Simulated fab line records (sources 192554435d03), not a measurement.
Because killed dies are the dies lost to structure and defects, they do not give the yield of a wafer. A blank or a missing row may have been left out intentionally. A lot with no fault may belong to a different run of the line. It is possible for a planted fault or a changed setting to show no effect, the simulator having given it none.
fab line records + flow n5-finfet
[record]
- lots = 7
- wafers = 39
route steps=1938 shown DUMMY_GATE@215 SD_EPI_N@288 SD_ACTIVATION@330 HKMG_FIN@444
start-h: the number of hours between the record's first day and the start of the first shown wafer of the lot + wait-h: time in hours since the lot's previous step + " as in the row above + L1.1+2: a single row standing in for several wafers + - value missing, or start not given + * or withheld: withheld + < > ~ a bound
route shown NAME@n: names a module that has steps shown in the file, with the first one's number in the route + usual: the fault-free wafers' mean and standard deviation + same: alike in all rows + chamber/n: place in a boat + sites: per-site readings + _std_site: standard deviation of those values + _edge_site: the outer-site mean with the inner-site mean subtracted + radius-mm: how far each site lies from the wafer's centre + mask NAME#n: copy n + behind: the most recent tool/chamber to have shaped the wafer + hold: what put the lot on hold/how long, in hours/how the hold closed + device: names the non-switching transistor (n, p or np) + end of line: the route-end tests of the same wafers + step lacking rows: just its recipe + killed: at the first sort, the dies lost to defects and structure; wafer yield is something else + map: a wafer's dies, x killed, . not, _ none there
set.NAME: the setting the step ran with; set.NAME@STEP: the setting that earlier step ran with + model.NAME: the simulator's own value behind a step, which no gauge read
lots where settings were altered on purpose, with a table for each step and a row for each wafer
[[steps]]
[step N5_DUMMY_GATE_CVD_03]
[recipe]
- material = a-Si
- target-thk-a = 1500
- temp-c = 530
- precursor = SiH4
- time-s = 8042
| lot.wafer | tool     | chamber | start-h | wait-h | set.time-s | model.a-Si_of_DUMMY_GATE_CVD_03.thk-nm |
|-----------|----------|---------|---------|--------|------------|----------------------------------------|
| L074.1    | -        | -       | -       | 0.1    | 8159       | 152.4                                  |
| L074.2    | "        | -       | "       | "      | 8159       | 152                                    |
| L074.3    | "        | -       | "       | "      | 8159       | 150.6                                  |
| L074.4    | "        | -       | "       | "      | 8159       | 151                                    |
| L074.5    | "        | -       | "       | "      | 8159       | 150.4                                  |
| L074.6    | "        | -       | "       | "      | 8159       | 150.2                                  |
| L076.1+4  | -        | -       | -       | 0.1    | 8042       | 149                                    |
| L076.2+6  | "        | -       | "       | "      | 8042       | 148.6                                  |
| L076.3    | "        | -       | "       | "      | 8042       | 149.8                                  |
| L076.5    | "        | -       | "       | "      | 8042       | 149.2                                  |
| L080.2    | lpcvd-02 | 1/95    | 74.86   | 0.4    | 8042       | 150                                    |
| L080.5    | "        | 1/109   | "       | "      | 8042       | 150.6                                  |
| L080.6    | "        | 1/114   | "       | "      | 8042       | 152                                    |
| L082.1    | -        | -       | -       | 0.1    | 8042       | 149.4                                  |
| L082.2    | "        | -       | "       | "      | 8042       | 150.4                                  |
| L082.3+6  | "        | -       | "       | "      | 8042       | 149.8                                  |
| L082.4    | "        | -       | "       | "      | 8042       | 151.6                                  |
| L082.5    | "        | -       | "       | "      | 8042       | 150                                    |
| L084.1    | -        | -       | -       | 0.1    | 7931       | 144.6                                  |
| L084.2+4  | "        | -       | "       | "      | 7931       | 146.8                                  |
| L084.3    | "        | -       | "       | "      | 7931       | 146                                    |
| L084.5    | "        | -       | "       | "      | 7931       | 147.2                                  |
| L084.6    | "        | -       | "       | "      | 7931       | 147.6                                  |
| L094.1    | -        | -       | -       | 0.1    | 7914       | 147.6                                  |
| L094.2    | "        | -       | "       | "      | 7914       | 148.2                                  |
| L094.3+4  | "        | -       | "       | "      | 7914       | 147.4                                  |
| L094.5    | "        | -       | "       | "      | 7914       | 147.2                                  |
| L094.6    | "        | -       | "       | "      | 7914       | 147                                    |
| L097.1    | -        | -       | -       | 0.1    | 7932       | 146.6                                  |
| L097.2    | "        | -       | "       | "      | 7932       | 146.2                                  |
| L097.3    | "        | -       | "       | "      | 7932       | 146.4                                  |
| L097.4    | "        | -       | "       | "      | 7932       | 146.8                                  |
| L097.5    | "        | -       | "       | "      | 7932       | 147                                    |
| L097.6    | "        | -       | "       | "      | 7932       | 147.4                                  |
[step N5_DUMMY_GATE_ETCH_37]
[recipe]
- chemistry = N2/H2
- target = SOC
- target-depth-a = 600
- overetch-a = 300
- temp-c = 40
- ion-energy-ev = 200
- pressure-mtorr = 30
- source-w = 840
- bias-w = 150
- n2-flow-sccm = 200
- h2-flow-sccm = 200
[usual]
- rf-vpp-V = 524.3/2.4
| lot.wafer | tool        | chamber | start-h | wait-h | set.source-w | rf-vpp-V |
|-----------|-------------|---------|---------|--------|--------------|----------|
| L074.1    | rie-diel-05 | 1       | 45.46   | 0.0    | 943.5        | 505.2    |
| L074.2    | "           | 0       | "       | "      | 840          | 522.1    |
| L074.3    | "           | 3       | "       | "      | 840          | 527.3    |
| L074.4    | "           | 2       | "       | "      | 943.5        | 504.8    |
| L074.5    | "           | 2       | "       | "      | 943.5        | 505.0    |
| L074.6    | "           | 1       | "       | "      | 840          | 526.6    |
| L076.1    | rie-diel-02 | 0       | 57.72   | 0.0    | 840          | 527.1    |
| L076.2    | "           | 1       | "       | "      | 840          | 525.8    |
| L076.3    | "           | 2       | "       | "      | 704.4        | 550.7    |
| L076.4    | "           | 3       | "       | "      | 704.4        | 557.4    |
| L076.5    | "           | 1       | "       | "      | 840          | 525.6    |
| L076.6    | "           | 0       | "       | "      | 704.4        | 557.7    |
| L080.2    | rie-diel-05 | 1       | 86.96   | 0.0    | 840          | 527.1    |
| L080.5    | "           | 2       | "       | "      | 840          | 525.3    |
| L080.6    | "           | 1       | "       | "      | 840          | 526.6    |
| L082.1    | rie-diel-02 | 0       | 95.19   | 0.0    | 736.8        | 547.9    |
| L082.2    | "           | 1       | "       | "      | 736.8        | 549.6    |
| L082.3    | "           | 2       | "       | "      | 840          | 520.3    |
| L082.4    | "           | 3       | "       | "      | 840          | 526.2    |
| L082.5    | "           | 3       | "       | "      | 736.8        | 549.1    |
| L082.6    | "           | 2       | "       | "      | 840          | 519.8    |
| L084.1    | rie-diel-02 | 3       | 110.12  | 0.0    | 840          | 526.1    |
| L084.2    | "           | 2       | "       | "      | 840          | 520.7    |
| L084.3    | "           | 1       | "       | "      | 954.7        | 502.3    |
| L084.4    | "           | 0       | "       | "      | 840          | 526.0    |
| L084.5    | "           | 2       | "       | "      | 954.7        | 498.1    |
| L084.6    | "           | 1       | "       | "      | 954.7        | 502.1    |
| L094.1    | rie-diel-05 | 2       | 166.95  | 0.0    | 840          | 523.4    |
| L094.2    | "           | 1       | "       | "      | 840          | 526.9    |
| L094.3    | "           | 3       | "       | "      | 925.5        | 508.5    |
| L094.4    | "           | 0       | "       | "      | 925.5        | 506.5    |
| L094.5    | "           | 3       | "       | "      | 925.5        | 510.6    |
| L094.6    | "           | 2       | "       | "      | 840          | 523.7    |
| L097.1    | rie-diel-02 | 1       | 183.63  | 0.0    | 840          | 525.0    |
| L097.2    | "           | 2       | "       | "      | 840          | 519.1    |
| L097.3    | "           | 0       | "       | "      | 840          | 526.8    |
| L097.4    | "           | 2       | "       | "      | 840          | 520.1    |
| L097.5    | "           | 1       | "       | "      | 840          | 525.0    |
| L097.6    | "           | 0       | "       | "      | 840          | 526.3    |
[step N5_DUMMY_GATE_ETCH_32]
[recipe]
- chemistry = CF4
- target = SiO2
- target-depth-a = 35
- time-s = 3.9
- ion-energy-ev = 350
- pressure-mtorr = 10
- icp-w = 800
- bias-w = 400
- cf4-flow-sccm = 80
| lot.wafer | tool      | chamber | start-h | wait-h | set.time-s | model.etch.depth-nm |
|-----------|-----------|---------|---------|--------|------------|---------------------|
| L074.1    | rie-si-04 | 3       | 46.08   | 0.1    | 3.647      | 3.101               |
| L074.2    | "         | 2       | "       | "      | 3.647      | 3.185               |
| L074.3    | "         | 0       | "       | "      | 3.9        | 3.537               |
| L074.4    | "         | 1       | "       | "      | 3.9        | 3.316               |
| L074.5    | "         | 2       | "       | "      | 3.647      | 3.166               |
| L074.6    | "         | 3       | "       | "      | 3.9        | 3.31                |
| L076.1    | rie-si-04 | 2       | 58.27   | 0.1    | 3.9        | 3.405               |
| L076.2    | "         | 1       | "       | "      | 3.9        | 3.327               |
| L076.3    | "         | 3       | "       | "      | 3.9        | 3.356               |
| L076.4+6  | "         | 0       | "       | "      | 3.9        | 3.568               |
| L076.5    | "         | 1       | "       | "      | 3.9        | 3.321               |
| L080.2    | rie-si-06 | 0       | 87.63   | 0.1    | 3.9        | 3.59                |
| L080.5    | "         | 1       | "       | "      | 3.9        | 3.572               |
| L080.6    | "         | 0       | "       | "      | 3.9        | 3.603               |
| L082.1    | rie-si-05 | 0       | 95.71   | 0.1    | 3.9        | 3.343               |
| L082.2    | "         | 3       | "       | "      | 3.9        | 3.54                |
| L082.3    | "         | 2       | "       | "      | 3.9        | 3.634               |
| L082.4    | "         | 1       | "       | "      | 3.9        | 3.658               |
| L082.5    | "         | 3       | "       | "      | 3.9        | 3.508               |
| L082.6    | "         | 2       | "       | "      | 3.9        | 3.654               |
| L084.1    | rie-si-04 | 2       | 110.69  | 0.1    | 3.083      | 2.694               |
| L084.2    | "         | 1       | "       | "      | 3.083      | 2.615               |
| L084.3    | "         | 3       | "       | "      | 3.083      | 2.619               |
| L084.4    | "         | 0       | "       | "      | 3.9        | 3.533               |
| L084.5    | "         | 2       | "       | "      | 3.9        | 3.389               |
| L084.6    | "         | 1       | "       | "      | 3.9        | 3.295               |
| L094.1    | rie-si-04 | 2       | 167.83  | 0.1    | 3.9        | 3.458               |
| L094.2    | "         | 3       | "       | "      | 4.3        | 3.703               |
| L094.3    | "         | 0       | "       | "      | 4.3        | 3.955               |
| L094.4    | "         | 1       | "       | "      | 3.9        | 3.371               |
| L094.5    | "         | 0       | "       | "      | 3.9        | 3.565               |
| L094.6    | "         | 1       | "       | "      | 4.3        | 3.735               |
| L097.1    | rie-si-05 | 3       | 184.16  | 0.1    | 3.505      | 3.147               |
| L097.2    | "         | 0       | "       | "      | 3.505      | 2.983               |
| L097.3    | "         | 1       | "       | "      | 3.9        | 3.68                |
| L097.4    | "         | 2       | "       | "      | 3.9        | 3.6                 |
| L097.5    | "         | 3       | "       | "      | 3.9        | 3.526               |
| L097.6    | "         | 2       | "       | "      | 3.505      | 3.288               |
[step N5_SD_EPI_N_EPI_21]
[recipe]
- material = Si:P
- dopant = P
- temp-c = 680
- pressure-torr = 255
- time-s = 690
| lot.wafer    | tool         | chamber | start-h | wait-h | set.pressure-torr | model.Si-P_of_SD_EPI_N_EPI_21.thk-nm |
|--------------|--------------|---------|---------|--------|-------------------|--------------------------------------|
| L074.1       | epi-rpcvd-01 | 0       | 49.68   | 0.2    | 206               | 55                                   |
| L074.2+3     | "            | 0       | "       | "      | 206               | 54.8                                 |
| L074.4+6     | "            | 0       | "       | "      | 206               | 55.4                                 |
| L074.5       | "            | 0       | "       | "      | 206               | 55.2                                 |
| L076.1       | epi-rpcvd-03 | 0       | 61.54   | 0.1    | 209.6             | 54.2                                 |
| L076.2       | "            | 0       | "       | "      | 209.6             | 54.6                                 |
| L076.3+4     | "            | 0       | "       | "      | 209.6             | 53.8                                 |
| L076.5       | "            | 0       | "       | "      | 209.6             | 53.6                                 |
| L076.6       | "            | 0       | "       | "      | 209.6             | 54                                   |
| L080.2       | epi-rpcvd-02 | 0       | 91.38   | 0.4    | 255               | 58.6                                 |
| L080.5+6     | "            | 0       | "       | "      | 255               | 58.2                                 |
| L082.1       | epi-rpcvd-03 | 0       | 98.99   | 0.1    | 216.9             | 54.4                                 |
| L082.2       | "            | 0       | "       | "      | 216.9             | 54.2                                 |
| L082.3+6     | "            | 0       | "       | "      | 216.9             | 55                                   |
| L082.4+5     | "            | 0       | "       | "      | 216.9             | 55.4                                 |
| L084.1+2+3+6 | epi-rpcvd-03 | 0       | 114.02  | 0.1    | 276.9             | 60.8                                 |
| L084.4       | "            | 0       | "       | "      | 276.9             | 60.6                                 |
| L084.5       | "            | 0       | "       | "      | 276.9             | 60.4                                 |
| L094.1+5     | epi-rpcvd-03 | 0       | 171.03  | 0.1    | 213.6             | 54.6                                 |
| L094.2+4     | "            | 0       | "       | "      | 213.6             | 55.2                                 |
| L094.3       | "            | 0       | "       | "      | 213.6             | 54.4                                 |
| L094.6       | "            | 0       | "       | "      | 213.6             | 55.4                                 |
| L097.1+3+5   | epi-rpcvd-02 | 0       | 188.32  | 0.1    | 218.8             | 55                                   |
| L097.2       | "            | 0       | "       | "      | 218.8             | 55.8                                 |
| L097.4       | "            | 0       | "       | "      | 218.8             | 56.2                                 |
| L097.6       | "            | 0       | "       | "      | 218.8             | 55.4                                 |
[step N5_SD_EPI_N_PRECLEAN_24]
[recipe]
- chemistry = O3/DIW
- time-s = 60
- temp-c = 22
- o3-ppm = 10
| lot.wafer  | tool         | chamber | start-h | wait-h | set.pressure-torr@SD_EPI_N_EPI_21 | model.Si-P_of_SD_EPI_N_EPI_21.thk-nm |
|------------|--------------|---------|---------|--------|-----------------------------------|--------------------------------------|
| L074.1     | wet-bench-05 | 6       | 52.00   | 0.0    | 206                               | 54.6                                 |
| L074.2+3   | "            | 2,5     | "       | "      | 206                               | 54.4                                 |
| L074.4+6   | "            | 3,1     | "       | "      | 206                               | 55                                   |
| L074.5     | "            | 4       | "       | "      | 206                               | 54.8                                 |
| L076.1     | wet-bench-05 | 7       | 63.29   | 0.0    | 209.6                             | 54                                   |
| L076.2     | "            | 4       | "       | "      | 209.6                             | 54.2                                 |
| L076.3+6   | "            | 2,1     | "       | "      | 209.6                             | 53.6                                 |
| L076.4     | "            | 0       | "       | "      | 209.6                             | 53.4                                 |
| L076.5     | "            | 3       | "       | "      | 209.6                             | 53.2                                 |
| L080.2     | wet-bench-03 | 1       | 92.86   | 0.0    | 255                               | 58.2                                 |
| L080.5+6   | "            | 4,2     | "       | "      | 255                               | 57.8                                 |
| L082.1     | wet-bench-03 | 0       | 100.78  | 0.1    | 216.9                             | 54                                   |
| L082.2     | "            | 5       | "       | "      | 216.9                             | 53.8                                 |
| L082.3+6   | "            | 4,2     | "       | "      | 216.9                             | 54.6                                 |
| L082.4+5   | "            | 1,3     | "       | "      | 216.9                             | 55                                   |
| L084.1+2+6 | wet-bench-05 | 3,5,6   | 115.77  | 0.0    | 276.9                             | 60.4                                 |
| L084.3+4   | "            | 2,7     | "       | "      | 276.9                             | 60.2                                 |
| L084.5     | "            | 4       | "       | "      | 276.9                             | 60                                   |
| L094.1+5   | wet-bench-03 | 5,6     | 172.78  | 0.0    | 213.6                             | 54.2                                 |
| L094.2+4   | "            | 4,2     | "       | "      | 213.6                             | 54.8                                 |
| L094.3     | "            | 7       | "       | "      | 213.6                             | 54                                   |
| L094.6     | "            | 3       | "       | "      | 213.6                             | 55                                   |
| L097.1+5   | wet-bench-02 | 0,1     | 190.08  | 0.0    | 218.8                             | 54.8                                 |
| L097.2     | "            | 4       | "       | "      | 218.8                             | 55.4                                 |
| L097.3     | "            | 3       | "       | "      | 218.8                             | 54.6                                 |
| L097.4     | "            | 2       | "       | "      | 218.8                             | 55.8                                 |
| L097.6     | "            | 7       | "       | "      | 218.8                             | 55                                   |
[step N5_SD_EPI_N_SRD_25]
[recipe]
- time-s = 30
- temp-c = 23
- rinse-liquid = diw
- dry = ipa-marangoni
[step N5_SD_EPI_N_PRECLEAN_49]
[recipe]
- chemistry = NF3:NH3
- afs-cycles = 1
- temp-c = 30
- time-s = 20
- sublimation-temp-c = 180
- sublimation-time-s = 60
- pressure-torr = 3
- rf-power-w = 30
[step N5_SD_ACTIVATION_RTA_00]
[recipe]
- temp-c = 975
- time-s = 0
- ambient = N2
- idle-temp-c = 600
- ramp-up-c-per-s = 150
- ramp-down-c-per-s = 60
- cool-to-c = 600
[step N5_SD_ACTIVATION_LSA_01]
[recipe]
- temp-c = 1080
- time-s = 0.0008
- ambient = N2
[step N5_SD_ACTIVATION_RS_MEAS_03]
[recipe]
- thk-meas-gauge = four-point-probe
[usual]
- RS_SD_N = 21.93/0.3
- RS_SD_P = 56.0/1
| lot.wafer | tool          | chamber | start-h | wait-h | set.pressure-torr@SD_EPI_N_EPI_21 | RS_SD_N[ohm/sq] | RS_SD_P[ohm/sq] |
|-----------|---------------|---------|---------|--------|-----------------------------------|-----------------|-----------------|
| L074.1    | film-metro-01 | -       | 58.14   | 0.2    | 206                               | 24.03           | 56.3            |
| L074.2    | "             | -       | "       | "      | 206                               | 23.86           | 56.2            |
| L074.3    | "             | -       | "       | "      | 206                               | 24.09           | 55.6            |
| L074.4    | "             | -       | "       | "      | 206                               | 23.86           | 56.5            |
| L074.5    | "             | -       | "       | "      | 206                               | 24.13           | 56.3            |
| L074.6    | "             | -       | "       | "      | 206                               | 23.79           | 55.9            |
| L076.1    | film-metro-01 | -       | 68.60   | 0.2    | 209.6                             | 24.00           | 56.7            |
| L076.2    | "             | -       | "       | "      | 209.6                             | 24.12           | 55.8            |
| L076.3    | "             | -       | "       | "      | 209.6                             | 24.38           | 55.8            |
| L076.4    | "             | -       | "       | "      | 209.6                             | 24.51           | 55.5            |
| L076.5    | "             | -       | "       | "      | 209.6                             | 24.49           | 56.6            |
| L076.6    | "             | -       | "       | "      | 209.6                             | 24.38           | 55.2            |
| L080.2    | film-metro-01 | -       | 99.04   | 0.2    | 255                               | 22.08           | 57.2            |
| L080.5    | "             | -       | "       | "      | 255                               | 21.97           | 57.7            |
| L080.6    | "             | -       | "       | "      | 255                               | 22.30           | 57.8            |
| L082.1    | film-metro-02 | -       | 106.55  | 0.2    | 216.9                             | 24.23           | 57.0            |
| L082.2    | "             | -       | "       | "      | 216.9                             | 24.39           | 56.5            |
| L082.3    | "             | -       | "       | "      | 216.9                             | 24.18           | 56.2            |
| L082.4    | "             | -       | "       | "      | 216.9                             | 23.96           | 56.7            |
| L082.5    | "             | -       | "       | "      | 216.9                             | 23.88           | 56.4            |
| L082.6    | "             | -       | "       | "      | 216.9                             | 24.07           | 56.7            |
| L084.1    | film-metro-02 | -       | 121.11  | 0.2    | 276.9                             | 21.35           | 55.0            |
| L084.2    | "             | -       | "       | "      | 276.9                             | 21.13           | 57.0            |
| L084.3    | "             | -       | "       | "      | 276.9                             | 21.30           | 56.5            |
| L084.4    | "             | -       | "       | "      | 276.9                             | 21.37           | 56.4            |
| L084.5    | "             | -       | "       | "      | 276.9                             | 21.52           | 56.5            |
| L084.6    | "             | -       | "       | "      | 276.9                             | 21.36           | 56.5            |
| L094.1    | film-metro-01 | -       | 178.46  | 0.2    | 213.6                             | 23.85           | 56.7            |
| L094.2    | "             | -       | "       | "      | 213.6                             | 23.57           | 56.6            |
| L094.3    | "             | -       | "       | "      | 213.6                             | 24.11           | 56.5            |
| L094.4    | "             | -       | "       | "      | 213.6                             | 23.70           | 56.3            |
| L094.5    | "             | -       | "       | "      | 213.6                             | 24.00           | 57.0            |
| L094.6    | "             | -       | "       | "      | 213.6                             | 23.67           | 56.2            |
| L097.1    | film-metro-01 | -       | 195.51  | 0.2    | 218.8                             | 23.36           | 56.3            |
| L097.2    | "             | -       | "       | "      | 218.8                             | 23.34           | 56.3            |
| L097.3    | "             | -       | "       | "      | 218.8                             | 23.63           | 56.1            |
| L097.4    | "             | -       | "       | "      | 218.8                             | 23.16           | 55.9            |
| L097.5    | "             | -       | "       | "      | 218.8                             | 23.56           | 55.5            |
| L097.6    | "             | -       | "       | "      | 218.8                             | 23.52           | 56.6            |
[step N5_HKMG_FIN_ETCH_86]
[recipe]
- chemistry = N2/H2
- target = SOC
- target-depth-a = 3932
- stop-on = TiN
- ion-energy-ev = 100
- bias-w = 61
- pressure-mtorr = 30
- source-w = 850
- n2-flow-sccm = 200
- h2-flow-sccm = 200
| lot.wafer  | tool        | chamber | start-h | wait-h | set.target-depth-a | model.SOC_of_HKMG_FIN_COAT_85.thk-nm |
|------------|-------------|---------|---------|--------|--------------------|--------------------------------------|
| L074.1     | rie-diel-06 | 3       | 75.79   | -      | 3642               | 37.2                                 |
| L074.2     | "           | 2       | "       | "      | 3932               | 13.6                                 |
| L074.3     | "           | 1       | "       | "      | 3642               | 41.4                                 |
| L074.4     | "           | 0       | "       | "      | 3932               | 19.2                                 |
| L074.5     | "           | 1       | "       | "      | 3932               | 20.8                                 |
| L074.6     | "           | 2       | "       | "      | 3642               | 35                                   |
| L076.1     | rie-diel-06 | 2       | 86.31   | -      | 3932               | 13.8                                 |
| L076.2     | "           | 1       | "       | "      | 3428               | 56.8                                 |
| L076.3     | "           | 0       | "       | "      | 3428               | 55.2                                 |
| L076.4     | "           | 3       | "       | "      | 3932               | 16.2                                 |
| L076.5     | "           | 3       | "       | "      | 3428               | 52.8                                 |
| L076.6     | "           | 0       | "       | "      | 3932               | 19.4                                 |
| L080.2     | rie-diel-06 | 0       | 118.15  | -      | 3932               | 20                                   |
| L080.5     | "           | 1       | "       | "      | 3932               | 15.6                                 |
| L080.6     | "           | 0       | "       | "      | 3932               | 19.8                                 |
| L082.1     | rie-diel-04 | 2       | 124.02  | -      | 3932               | 19.6                                 |
| L082.2     | "           | 0       | "       | "      | 3932               | 16                                   |
| L082.3     | "           | 1       | "       | "      | 3445               | 55.8                                 |
| L082.4     | "           | 0       | "       | "      | 3445               | 51.2                                 |
| L082.5     | "           | 2       | "       | "      | 3445               | 54.2                                 |
| L082.6     | "           | 1       | "       | "      | 3932               | 21.4                                 |
| L084.1     | rie-diel-06 | 2       | 140.20  | -      | 3547               | 42.6                                 |
| L084.2     | "           | 1       | "       | "      | 3932               | 15.8                                 |
| L084.3     | "           | 0       | "       | "      | 3932               | 20.2                                 |
| L084.4     | "           | 3       | "       | "      | 3547               | 44.4                                 |
| L084.5     | "           | 1       | "       | "      | 3547               | 43.6                                 |
| L084.6     | "           | 2       | "       | "      | 3932               | 14.6                                 |
| L094.1     | rie-diel-06 | 0       | 197.76  | -      | 3932               | 21                                   |
| L094.2     | "           | 1       | "       | "      | 3932               | 16                                   |
| L094.3+6   | "           | 2       | "       | "      | 3932               | 15.4                                 |
| L094.4+5   | "           | 3       | "       | "      | 3932               | 17                                   |
| L097.1+5+6 | rie-diel-04 | 1,3,0   | 213.82  | -      | 4111               | 8.6                                  |
| L097.2     | "           | 3       | "       | "      | 3932               | 15.6                                 |
| L097.3     | "           | 0       | "       | "      | 3932               | 16.6                                 |
| L097.4     | "           | 2       | "       | "      | 3932               | 20.6                                 |
[[key]]
[split]
- step = N5_DUMMY_GATE_CVD_03
- setting = time-s
- stated = 8042
- by = lot
[response]
- step = N5_DUMMY_GATE_CVD_03
- reading = model.a-Si_of_DUMMY_GATE_CVD_03.thk-nm
- change = +1.56
- per = 1%
- r = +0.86
[split]
- step = N5_DUMMY_GATE_ETCH_37
- setting = source-w
- stated = 840
- by = wafer
[response]
- step = N5_DUMMY_GATE_ETCH_37
- reading = rf-vpp-V
- change = -1.8
- per = 1%
- r = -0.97
[split]
- step = N5_DUMMY_GATE_ETCH_32
- setting = time-s
- stated = 3.9
- by = wafer
[response]
- step = N5_DUMMY_GATE_ETCH_32
- reading = model.etch.depth-nm
- change = +0.0372
- per = 1%
- r = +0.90
[split]
- step = N5_SD_EPI_N_EPI_21
- setting = pressure-torr
- stated = 255
- by = lot
[response]
- step = N5_SD_EPI_N_EPI_21
- reading = model.Si-P_of_SD_EPI_N_EPI_21.thk-nm
- change = +0.226
- per = 1%
- r = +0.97
[response]
- step = N5_SD_EPI_N_PRECLEAN_24
- reading = model.Si-P_of_SD_EPI_N_EPI_21.thk-nm
- change = +0.224
- per = 1%
- r = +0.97
[response]
- step = N5_SD_ACTIVATION_RS_MEAS_03
- reading = RS_SD_N
- change = -0.104
- per = 1%
- r = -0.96
[split]
- step = N5_HKMG_FIN_ETCH_86
- setting = target-depth-a
- stated = 3932
- by = wafer
[response]
- step = N5_HKMG_FIN_ETCH_86
- reading = model.SOC_of_HKMG_FIN_COAT_85.thk-nm
- change = -2.81
- per = 1%
- r = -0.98
